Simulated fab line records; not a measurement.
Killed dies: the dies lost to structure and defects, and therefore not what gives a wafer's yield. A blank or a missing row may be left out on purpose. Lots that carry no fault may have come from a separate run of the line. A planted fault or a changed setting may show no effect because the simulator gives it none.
fab line records | flow n5_finfet
record: lots: 10 | wafers: 26 | last_day: 17
route steps=1938 shown BEOL_M0_SAQP@676 BEOL_M0_CUTY@705 BEOL_M0@715 BEOL_M4@1111 PASSIVATION@1936
lots that met no fault: taken from a fault-free run of the same line
start_h: hours from the record's first day to the start of the lot's first wafer shown | wait_h: hours since the lot's step before | " unchanged from the row above | L1.1+2: several wafers, shown together as one row | - value missing, or start not given | * or withheld: withheld | < > ~ a bound
route shown NAME@n: a module of which the file shows steps, and the number in the route of the first | usual: mean/standard deviation taken from wafers without a fault | same: alike in all rows | chamber/n: place in a boat | sites: the reading at each site | _std_site: the values' standard deviation | _edge_site: outer sites' mean less inner sites' | radius_mm: how far each site lies from the wafer's centre | mask NAME#n: copy n | behind: the tool/chamber that last shaped the wafer | hold: why the lot was held/for how many hours/how that ended | device: the n, p or np transistor that did not switch | end of line: the route-end tests of the same wafers | a step given without rows: its recipe and nothing more | killed: dies that structure and defects cost at the first sort, which is not the same as the wafer's yield | map: shows each die of a wafer: x if killed, . if not, _ if none is there
set.NAME: setting as actually run; set.NAME@STEP: the setting as run at that earlier step | model.NAME: the simulator's own value behind a step, which no gauge read
steps of the route over a sample of lots; a table a step, a row a wafer
services: from which hour (start_h, from the record's first day; less than 0 if before it) a tool's chamber was out of use, for how many hours, and why
== steps ==
step: N5_BEOL_M0_SAQP_SPACER2_ALD_26
recipe: material: SiO2 | target_thk_a: 150 | temp_c: 300 | ald_precursor_family: BDEAS | ald_co_reactant: O2-plasma | pulse_time_s: 1 | purge_time_s: 2 | co_reactant_purge_time_s: 2 | pressure_torr: 2
usual: heater_power_w: 457/39 | precursor_pulse_height_rel: 0.999/0.019 | susceptor_temp_C: 299.99/0.18
lot.wafer | tool       | chamber | start_h | wait_h | heater_power_w | precursor_pulse_height_rel | susceptor_temp_C
L520.3    | ald_sin-01 | 2       | 110.91  | 0.1    | 429            | 1.015                      | 300.08
L520.5    | "          | 3       | "       | "      | 479            | 0.975                      | 300.14
L520.6    | "          | 2       | "       | "      | 422            | 1.015                      | 300.05
L522.3    | ald_sin-01 | 3       | 131.00  | 1.2    | 486            | 0.975                      | 299.94
L522.4    | "          | 0       | "       | "      | 447            | 0.986                      | 299.64
L522.6    | "          | 1       | "       | "      | 450            | 1.018                      | 299.68
L523.2    | ald_sin-01 | 3       | 133.16  | 0.1    | 500            | 1.004                      | 299.70
L523.5    | "          | 0       | "       | "      | 435            | 1.000                      | 299.89
L524.1    | ald_sin-03 | 1       | 143.14  | 0.1    | 397            | 0.995                      | 300.19
L524.3    | "          | 2       | "       | "      | 408            | 1.024                      | 299.80
L524.6    | "          | 1       | "       | "      | 403            | 1.005                      | 300.30
L530.3    | ald_sin-01 | 2       | 172.98  | 0.3    | 440            | 1.011                      | 300.11
L530.4    | "          | 0       | "       | "      | 434            | 0.984                      | 300.18
L530.6    | "          | 2       | "       | "      | 431            | 0.991                      | 300.04
L535.1    | ald_sin-01 | 1       | 205.05  | 0.1    | 467            | 0.993                      | 300.06
L535.5    | "          | 3       | "       | "      | 469            | 1.022                      | 300.21
L536.2    | ald_sin-04 | 3       | 211.59  | 0.1    | 437            | 1.021                      | 299.96
L536.5    | "          | 1       | "       | "      | 471            | 0.990                      | 300.21
L537.1    | ald_sin-04 | 3       | 217.37  | 0.1    | 446            | 1.005                      | 299.88
L537.2    | "          | 0       | "       | "      | 445            | 1.003                      | 299.87
L541.2    | ald_sin-04 | 0       | 238.02  | 0.7    | 432            | 1.014                      | 299.72
L541.3    | "          | 2       | "       | "      | 570            | 0.993                      | 299.81
L541.5    | "          | 0       | "       | "      | 448            | 1.008                      | 299.83
L543.1    | ald_sin-01 | 2       | 246.35  | 0.1    | 446            | 0.998                      | 299.98
L543.3    | "          | 0       | "       | "      | 435            | 1.016                      | 299.76
L543.5    | "          | 1       | "       | "      | 440            | 0.943                      | 300.10
step: N5_BEOL_M0_SAQP_OVL_MEAS_41
recipe: points_per_wafer: 522
usual: M0_CUT1_OVL: -0.6/0.74
lot.wafer | tool       | chamber | start_h | wait_h | M0_CUT1_OVL[nm]
L520.3    | overlay-02 | 0       | 112.16  | 0.0    | -0.8
L520.5    | "          | 0       | "       | "      | -2.0
L520.6    | "          | 0       | "       | "      | -0.3
L522.3    | overlay-01 | 0       | 132.09  | 0.0    | -1.5
L522.4    | "          | 0       | "       | "      | -1.5
L522.6    | "          | 0       | "       | "      | -0.9
L523.2    | overlay-02 | 0       | 134.38  | 0.0    | -0.1
L523.5    | "          | 0       | "       | "      | -0.8
L524.1    | overlay-01 | 0       | 144.53  | 0.0    | -1.2
L524.3    | "          | 0       | "       | "      | -0.9
L524.6    | "          | 0       | "       | "      | -0.1
L530.3    | overlay-02 | 0       | 174.20  | 0.0    | 0.8
L530.4    | "          | 0       | "       | "      | 0.8
L530.6    | "          | 0       | "       | "      | 0.1
L535.1    | overlay-01 | 0       | 206.17  | 0.0    | -1.0
L535.5    | "          | 0       | "       | "      | -1.3
L536.2    | overlay-01 | 0       | 212.81  | 0.0    | 1.0
L536.5    | "          | 0       | "       | "      | 0.3
L537.1    | overlay-02 | 0       | 218.63  | 0.0    | 0.4
L537.2    | "          | 0       | "       | "      | -1.5
L541.2    | overlay-01 | 0       | 239.24  | 0.0    | -1.1
L541.3    | "          | 0       | "       | "      | -0.5
L541.5    | "          | 0       | "       | "      | -1.1
L543.1    | overlay-01 | 0       | 247.56  | 0.0    | -0.1
L543.3    | "          | 0       | "       | "      | -1.3
L543.5    | "          | 0       | "       | "      | -1.1
step: N5_BEOL_M0_CUTY_EXPOSE_54
recipe: mask_id: M0_ABLK | na: 1.35 | source_shape: conventional | sigma_outer: 0.8 | polarization: unpolarized | dose_mj: 36
lot.wafer  | tool            | chamber | start_h | wait_h | mask
L520.3+5+6 | arfi_scanner-02 | 0       | 114.01  | -      | M0_ABLK#0
L522.3+4+6 | arfi_scanner-02 | 0       | 133.52  | -      | M0_ABLK#0
L523.2+5   | arfi_scanner-01 | 0       | 135.74  | -      | M0_ABLK#0
L524.1+3+6 | arfi_scanner-01 | 0       | 145.74  | -      | M0_ABLK#0
L530.3+4+6 | arfi_scanner-03 | 0       | 175.50  | -      | M0_ABLK#0
L535.1+5   | arfi_scanner-01 | 0       | 207.32  | -      | M0_ABLK#0
L536.2+5   | arfi_scanner-01 | 0       | 214.02  | -      | M0_ABLK#0
L537.1+2   | arfi_scanner-01 | 0       | 219.95  | -      | M0_ABLK#0
L541.2+3+5 | arfi_scanner-02 | 0       | 240.60  | -      | M0_ABLK#0
L543.1+3+5 | arfi_scanner-02 | 0       | 248.84  | -      | M0_ABLK#0
step: N5_BEOL_M0_CUTY_CD_MEAS_57
recipe: target_cd_nm: 200 | landing_energy_ev: 500 | detector: se_inlens | polarity: line
usual: cd_nm: 200.0/0.98
lot.wafer | tool      | chamber | start_h | wait_h | cd_nm
L520.3    | cd_sem-01 | 0       | 114.12  | -      | 199.1
L520.5    | "         | 0       | "       | "      | 198.8
L520.6    | "         | 0       | "       | "      | 197.9
L522.3    | cd_sem-01 | 0       | 133.64  | -      | 201.8
L522.4    | "         | 0       | "       | "      | 200.0
L522.6    | "         | 0       | "       | "      | 199.8
L523.2    | cd_sem-01 | 0       | 135.86  | -      | 202.0
L523.5    | "         | 0       | "       | "      | 200.9
L524.1    | cd_sem-03 | 0       | 145.86  | -      | 199.7
L524.3    | "         | 0       | "       | "      | 200.3
L524.6    | "         | 0       | "       | "      | 200.7
L530.3    | cd_sem-01 | 0       | 175.62  | -      | 200.8
L530.4    | "         | 0       | "       | "      | 201.3
L530.6    | "         | 0       | "       | "      | 200.3
L535.1    | cd_sem-02 | 0       | 207.45  | -      | 176.3
L535.5    | "         | 0       | "       | "      | 200.0
L536.2    | cd_sem-03 | 0       | 214.14  | -      | 176.6
L536.5    | "         | 0       | "       | "      | 200.3
L537.1    | cd_sem-02 | 0       | 220.07  | -      | 177.6
L537.2    | "         | 0       | "       | "      | 177.0
L541.2    | cd_sem-01 | 0       | 240.72  | -      | 200.3
L541.3    | "         | 0       | "       | "      | 199.9
L541.5    | "         | 0       | "       | "      | 199.9
L543.1    | cd_sem-01 | 0       | 248.96  | -      | 198.1
L543.3    | "         | 0       | "       | "      | 198.6
L543.5    | "         | 0       | "       | "      | 199.0
step: N5_BEOL_M0_ETCH_138
recipe: chemistry: CH3F/O2 | target_depth_a: 120 | target: SiCN | time_s: 31.6 | ion_energy_ev: 120 | pressure_mtorr: 30 | source_w: 395 | bias_w: 75 | Ar_flow_sccm: 150 | CH3F_flow_sccm: 30 | O2_flow_sccm: 20 | ends: cleared
usual: drypump_motor_current_A: 5.9/0.48 | etch_rf_on_time_s: 29.0/0.85 | mfc_ar_sccm: 150.0/0.47 | oes_product_au: 0.65/0.05 | rf_vpp_V: 297.8/1.3 | showerhead_plenum_p_Torr: 2.03/0.043 | throttle_valve_pct: 16.43/0.23
lot.wafer | tool        | chamber | start_h | wait_h | drypump_motor_current_A | etch_rf_on_time_s | mfc_ar_sccm | oes_product_au | rf_hours_counter_h | rf_vpp_V | showerhead_plenum_p_Torr | throttle_valve_pct
L520.3    | rie_diel-06 | 3       | 114.41  | 0.0    | 5.7                     | 28.6              | 150.2       | 0.73           | 65                 | 297.8    | 2.04                     | 16.43
L520.5    | "           | 3       | "       | "      | 5.7                     | 29.0              | 150.1       | 0.73           | -                  | 298.3    | 2.04                     | 16.46
L520.6    | "           | 2       | "       | "      | 5.5                     | 30.8              | 149.7       | 0.68           | -                  | 297.7    | 2.02                     | 16.19
L522.3    | rie_diel-02 | 1       | 133.93  | 0.0    | 6.3                     | 29.7              | 149.9       | 0.61           | 213                | 296.5    | 1.98                     | 16.19
L522.4    | "           | 2       | "       | "      | 5.1                     | 30.1              | 149.7       | 0.62           | 178                | 297.2    | 2.01                     | 16.80
L522.6    | "           | 0       | "       | "      | 6.5                     | 28.8              | 149.9       | 0.76           | -                  | 299.5    | 2.11                     | 16.22
L523.2    | rie_diel-02 | 2       | 136.28  | 0.0    | 5.1                     | 30.0              | 151.2       | 0.62           | 179                | 297.5    | 2.01                     | 16.80
L523.5    | "           | 0       | "       | "      | 6.5                     | 29.4              | 150.7       | 0.75           | -                  | 300.0    | 2.11                     | 16.21
L524.1    | rie_diel-02 | 3       | 146.15  | 0.0    | 5.9                     | 28.4              | 151.1       | 0.65           | 112                | 298.3    | 2.01                     | 16.60
L524.3    | "           | 1       | "       | "      | 6.2                     | 27.5              | 150.0       | 0.61           | 216                | 295.5    | 1.98                     | 16.20
L524.6    | "           | 0       | "       | "      | 6.5                     | 28.5              | 150.6       | 0.75           | -                  | 297.4    | 2.11                     | 16.20
L530.3    | rie_diel-02 | 3       | 176.29  | 0.0    | 5.9                     | 30.0              | 149.8       | 0.65           | 117                | 298.7    | 2.01                     | 16.60
L530.4    | "           | 2       | "       | "      | 5.1                     | 29.7              | 149.1       | 0.61           | 187                | 296.4    | 2.01                     | 16.82
L530.6    | "           | 3       | "       | "      | 5.9                     | 30.9              | 150.7       | 0.65           | -                  | 298.1    | 2.01                     | 16.60
L535.1    | rie_diel-05 | 2       | 207.74  | 0.0    | 4.9                     | 29.4              | 149.9       | 0.62           | 196                | 298.2    | 2.06                     | 16.09
L535.5    | "           | 0       | "       | "      | 5.5                     | 27.7              | 149.4       | 0.67           | -                  | 296.6    | 2.02                     | 16.63
L536.2    | rie_diel-02 | 2       | 214.64  | 0.0    | 5.1                     | 27.6              | 149.2       | 0.61           | 200                | 297.4    | 2.00                     | 16.84
L536.5    | "           | 3       | "       | "      | 5.9                     | 29.2              | 149.9       | 0.64           | -                  | 298.7    | 2.01                     | 16.63
L537.1    | rie_diel-06 | 1       | 220.37  | 0.0    | 5.7                     | 28.6              | 150.6       | 0.59           | 220                | 299.5    | 2.05                     | 16.43
L537.2    | "           | 2       | "       | "      | 5.5                     | 28.5              | 150.5       | 0.65           | 132                | 297.8    | 2.01                     | 16.29
L541.2    | rie_diel-02 | 0       | 241.01  | 0.0    | 6.5                     | 27.9              | 150.6       | 0.70           | 78                 | 300.2    | 2.09                     | 16.29
L541.3    | "           | 2       | "       | "      | 5.1                     | 29.1              | 150.0       | 0.60           | 204                | 297.5    | 2.00                     | 16.85
L541.5    | "           | 2       | "       | "      | 5.1                     | 29.8              | 150.5       | 0.60           | -                  | 296.4    | 2.00                     | 16.84
L543.1    | rie_diel-05 | 2       | 249.42  | 0.0    | 4.9                     | 29.3              | 150.4       | 0.61           | 211                | 300.1    | 2.06                     | 16.12
L543.3    | "           | 1       | "       | "      | 6.2                     | 29.0              | 149.1       | 0.69           | 111                | 297.9    | 2.02                     | 16.49
L543.5    | "           | 3       | "       | "      | 5.4                     | 30.4              | 149.9       | 0.67           | -                  | 298.6    | 2.09                     | 16.10
step: N5_BEOL_M4_RC_MEAS_101
usual: DIBL_N: 35.9/1.6 | DIBL_P: 35.6/2.1 | IOFF_N: 0.149/0.029 | IOFF_P: 0.20/0.033 | ION_N: 671/11 | ION_P: 460/7.3 | SS_N: 71.4/0.62 | SS_P: 73.2/0.65 | VT_N: 251/3.1 | VT_P: -251/3.4
lot.wafer | tool      | chamber | start_h | wait_h | DIBL_N[mV/V] | DIBL_P[mV/V] | IOFF_N[nA/um] | IOFF_P[nA/um] | ION_N[uA/um] | ION_P[uA/um] | SS_N[mV/dec] | SS_P[mV/dec] | VT_N[mV] | VT_P[mV]
L520.3    | prober-02 | 0       | 165.61  | 0.3    | 35.4         | 33.8         | 0.133         | 0.15          | 662          | 445          | 70.8         | 72.5         | 251      | -258
L520.5    | "         | 0       | "       | "      | 34.5         | 34.4         | 0.124         | 0.15          | 656          | 451          | 70.5         | 72.7         | 254      | -256
L520.6    | "         | 0       | "       | "      | 34.0         | 34.4         | 0.116         | 0.16          | 655          | 453          | 69.8         | 72.6         | 254      | -257
L522.3    | prober-01 | 0       | 180.00  | 0.3    | 34.8         | 36.8         | 0.153         | 0.19          | 687          | 462          | 71.7         | 73.5         | 252      | -255
L522.4    | "         | 0       | "       | "      | 35.9         | 38.6         | 0.169         | 0.20          | 676          | 455          | 72.1         | 73.4         | 252      | -253
L522.6    | "         | 0       | "       | "      | 33.8         | 35.6         | 0.124         | 0.17          | 654          | 454          | 71.4         | 72.9         | 260      | -256
L523.2    | prober-02 | 0       | 182.65  | 0.2    | 35.5         | 36.8         | 0.138         | 0.18          | 668          | 454          | 71.2         | 73.5         | 251      | -256
L523.5    | "         | 0       | "       | "      | 34.7         | 35.0         | 0.136         | 0.16          | 668          | 452          | 71.5         | 72.3         | 253      | -256
L524.1    | prober-02 | 0       | 192.97  | 0.0    | 34.9         | 35.5         | 0.133         | 0.19          | 665          | 451          | 71.9         | 72.9         | 252      | -251
L524.3    | "         | 0       | "       | "      | 32.3         | 33.0         | 0.114         | 0.16          | 669          | 456          | 70.5         | 73.0         | 254      | -253
L524.6    | "         | 0       | "       | "      | 33.7         | 34.1         | 0.122         | 0.18          | 667          | 464          | 70.7         | 72.4         | 252      | -254
L530.3    | prober-01 | 0       | 230.72  | 0.3    | 36.8         | 37.4         | 0.169         | 0.20          | 676          | 460          | 71.2         | 72.9         | 247      | -252
L530.4    | "         | 0       | "       | "      | 38.7         | 39.8         | 0.216         | 0.25          | 690          | 467          | 72.4         | 74.5         | 246      | -249
L530.6    | "         | 0       | "       | "      | 37.9         | 38.5         | 0.199         | 0.23          | 692          | 472          | 71.8         | 74.5         | 245      | -250
L535.1    | prober-01 | 0       | 257.33  | 0.0    | 37.1         | 35.7         | 0.152         | 0.18          | 673          | 462          | 71.7         | 73.0         | 252      | -253
L535.5    | "         | 0       | "       | "      | 37.1         | 36.3         | 0.158         | 0.19          | 670          | 464          | 72.0         | 73.3         | 250      | -253
L536.2    | prober-02 | 0       | 257.76  | 0.2    | 36.0         | 33.6         | 0.126         | 0.16          | 662          | 457          | 71.7         | 72.8         | 252      | -255
L536.5    | "         | 0       | "       | "      | 37.8         | 36.3         | 0.148         | 0.20          | 673          | 454          | 71.1         | 73.7         | 251      | -251
L537.1    | prober-02 | 0       | 273.80  | 0.0    | 37.3         | 38.0         | 0.163         | 0.23          | 665          | 458          | 72.7         | 73.9         | 250      | -251
L537.2    | "         | 0       | "       | "      | 36.2         | 35.3         | 0.141         | 0.18          | 656          | 450          | 71.8         | 73.1         | 253      | -257
L541.2    | prober-02 | 0       | 288.99  | 0.2    | 36.6         | 35.6         | 0.183         | 0.23          | 677          | 466          | 72.1         | 73.3         | 245      | -249
L541.3    | "         | 0       | "       | "      | 35.3         | 35.2         | 0.175         | 0.23          | 686          | 469          | 71.3         | 73.8         | 245      | -248
L541.5    | "         | 0       | "       | "      | 35.5         | 34.1         | 0.161         | 0.20          | 670          | 457          | 72.1         | 73.5         | 248      | -251
L543.1    | prober-02 | 0       | 303.75  | 0.0    | 34.6         | 34.7         | 0.133         | 0.19          | 665          | 458          | 71.8         | 72.8         | 251      | -251
L543.3    | "         | 0       | "       | "      | 34.9         | 33.6         | 0.135         | 0.16          | 679          | 461          | 71.3         | 72.4         | 252      | -253
L543.5    | "         | 0       | "       | "      | 35.7         | 34.8         | 0.154         | 0.19          | 681          | 459          | 71.5         | 73.6         | 250      | -249
step: N5_PASSIVATION_PROBE_49
usual: defect_limited_yield: 90.9/1.5 | killed_at_M0_to_M3: 36/9.9 | killed_at_M4_up: 13/4.5 | killed_at_contacts: 13/6.4 | killed_at_front_end: 42/12 | killed_at_other: 3.4/3 | killed_dies: 107/18 | killed_open: 69/13 | killed_short: 35/8.2 | sort_bin_5_function: 5.3/1.1 | sort_bin_6_memory: 3.4/0.69 | sort_n_pass: 1073/18 | sort_yield_pct: 90.9/1.5
same: gross_dies: 1180 | killed_at_back_side: 0 | sort_bin_4_leakage[%]: 0 | sort_bin_8_speed[%]: 0
lot.wafer | tool      | chamber | start_h | wait_h | defect_limited_yield[%] | killed_at_M0_to_M3 | killed_at_M4_up | killed_at_contacts | killed_at_front_end | killed_at_other | killed_dies | killed_open | killed_short | sort_bin_5_function[%] | sort_bin_6_memory[%] | sort_n_pass | sort_yield_pct[%]
L536.2    | prober-01 | -       | 354.06  | 0.1    | 86.9                    | 84                 | 9               | 22                 | 35                  | 5               | 155         | 77          | 40           | 9.5                    | 3.5                  | 1025        | 86.9
L536.5    | prober-01 | -       | 354.21  | 0.2    | 87.4                    | 54                 | 10              | 31                 | 51                  | 3               | 149         | 99          | 48           | 7.6                    | 4.6                  | 1031        | 87.4
L535.1    | prober-02 | -       | 355.98  | 0.0    | 87.5                    | 70                 | 11              | 18                 | 44                  | 5               | 148         | 73          | 31           | 8.6                    | 3.6                  | 1032        | 87.5
L535.5    | prober-02 | -       | 356.18  | 0.2    | 88.4                    | 54                 | 14              | 14                 | 55                  | 0               | 137         | 90          | 42           | 6.9                    | 3.8                  | 1043        | 88.4
L537.1    | prober-01 | -       | 382.15  | 0.0    | 90.5                    | 35                 | 11              | 18                 | 46                  | 2               | 112         | 62          | 30           | 6.0                    | 3.3                  | 1068        | 90.5
L537.2    | prober-01 | -       | 382.20  | 0.1    | 89.8                    | 57                 | 15              | 12                 | 34                  | 2               | 120         | 57          | 28           | 6.8                    | 3.0                  | 1060        | 89.8
killed by level:class
L536.2 BEOL_M0_CUTY:area_expose=38 MOL_CONTACT_COAG:geometric_particle:open=18 BEOL_M0_SAQP:geometric_particle:short=12 FIN_SAQP:geometric_particle:short=10 BEOL_M0_SAQP:geometric_particle:open=10 BEOL_M3:geometric_particle:open=10 FIN_SAQP:geometric_particle:open=9 BEOL_M1:geometric_particle:open=7
L536.5 MOL_CONTACT_COAG:geometric_particle:open=20 STI_FIN_REVEAL:geometric_particle:open=19 BEOL_M3:geometric_particle:open=13 BEOL_M0_SAQP:geometric_particle:short=13 BEOL_M0_SAQP:geometric_particle:open=12 MOL_CONTACT_COAG:geometric_particle:short=11 FIN_SAQP:geometric_particle:open=9 BEOL_M4:geometric_particle:open=8
L535.1 BEOL_M0_CUTY:area_expose=37 MOL_CONTACT_COAG:geometric_particle:open=15 STI_FIN_REVEAL:geometric_particle:open=10 FIN_SAQP:geometric_particle:open=9 FIN_SAQP:geometric_particle:short=7 BEOL_M0_SAQP:geometric_particle:short=7 BEOL_M2:geometric_particle:open=7 BEOL_M0_SAQP:geometric_particle:open=6
L535.5 BEOL_M0_SAQP:geometric_particle:short=17 STI_FIN_REVEAL:geometric_particle:open=14 BEOL_M0_SAQP:geometric_particle:open=14 MOL_CONTACT_COAG:geometric_particle:open=13 FIN_SAQP:geometric_particle:open=11 BEOL_M3:geometric_particle:open=7 DUMMY_GATE:geometric_particle:open=6 BEOL_M1:geometric_particle:open=5
L537.1 BEOL_M0_CUTY:area_expose=20 FIN_SAQP:geometric_particle:open=15 MOL_CONTACT_COAG:geometric_particle:open=13 FIN_SAQP:geometric_particle:short=10 BEOL_M4:geometric_particle:open=8 STI_FIN_REVEAL:geometric_particle:open=6 MOL_CONTACT_COAG:geometric_particle:short=5 GATE_CUT:geometric_particle:open=4
L537.2 BEOL_M0_CUTY:area_expose=31 MOL_CONTACT_COAG:geometric_particle:open=9 FIN_SAQP:geometric_particle:short=7 BEOL_M1:geometric_particle:open=7 FIN_SAQP:geometric_particle:open=6 STI_FIN_REVEAL:geometric_particle:open=6 BEOL_M0_SAQP:geometric_particle:short=6 BEOL_M0_SAQP:geometric_particle:open=5
== services ==
tool            | chamber | start_h | hours | kind
rie_diel-06     | 3       | 91.74   | 2.4   | repair
ald_sin-04      | -       | 94.18   | 0.5   | repair
arfi_scanner-02 | -       | 97.14   | 1.1   | repair
arfi_scanner-01 | -       | 100.19  | 0.8   | pm
arfi_scanner-02 | -       | 103.46  | 0.8   | pm
ald_sin-01      | 0       | 116.49  | 4.4   | repair
ald_sin-01      | -       | 134.08  | 0.8   | pm
arfi_scanner-02 | -       | 148.55  | 1.3   | pm
arfi_scanner-01 | -       | 152.81  | 1.9   | repair
arfi_scanner-02 | -       | 153.50  | 0.8   | pm
rie_diel-02     | -       | 156.72  | 16.8  | repair
rie_diel-06     | 1       | 161.09  | 4.9   | repair
rie_diel-05     | 2       | 164.28  | 5.6   | repair
arfi_scanner-01 | -       | 165.20  | 1.3   | pm
arfi_scanner-01 | -       | 171.05  | 0.8   | repair
arfi_scanner-02 | -       | 184.47  | 0.4   | repair
arfi_scanner-02 | -       | 192.86  | 3.9   | pm
rie_diel-06     | 3       | 211.16  | 15.1  | repair
arfi_scanner-02 | -       | 213.93  | 1.0   | pm
arfi_scanner-01 | -       | 221.91  | 1.5   | pm
rie_diel-02     | 2       | 226.34  | 13.2  | repair
ald_sin-01      | 3       | 232.49  | 1.4   | repair
rie_diel-06     | 1       | 233.21  | 4.6   | repair
arfi_scanner-02 | -       | 244.73  | 0.8   | repair
== key ==
first_sign: step: N5_BEOL_M0_CUTY_CD_MEAS_57 | reading: cd_nm | direction: down | sigmas: 24 | usual: 200.0 | struck: 176.9
effect: step: N5_PASSIVATION_PROBE_49 | reading: killed_at_M0_to_M3 | direction: up | sigmas: 2.6 | usual: 36 | struck: 62
more_kills_born_at: N5_BEOL_M0_CUTY_EXPOSE_54@arfi_scanner-01: 126
met_at N5_BEOL_M0_CUTY_EXPOSE_54
struck_lots L535,L536,L537
struck_wafers L535.1,L536.2,L537.1,L537.2
not_acting_at N5_BEOL_M0_SAQP_SPACER2_ALD_26,N5_BEOL_M0_SAQP_OVL_MEAS_41,N5_BEOL_M0_ETCH_138
onset_between 145.74 207.32
fault: kind: process_parameter_drift | tool: arfi_scanner-01 | chamber: - | onset_h: 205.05 | steps: N5_BEOL_M0_CUTY_EXPOSE_54 | channel: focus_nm | offset: 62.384 | shape: step | end_h: 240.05 | scope: struck_wafers_only
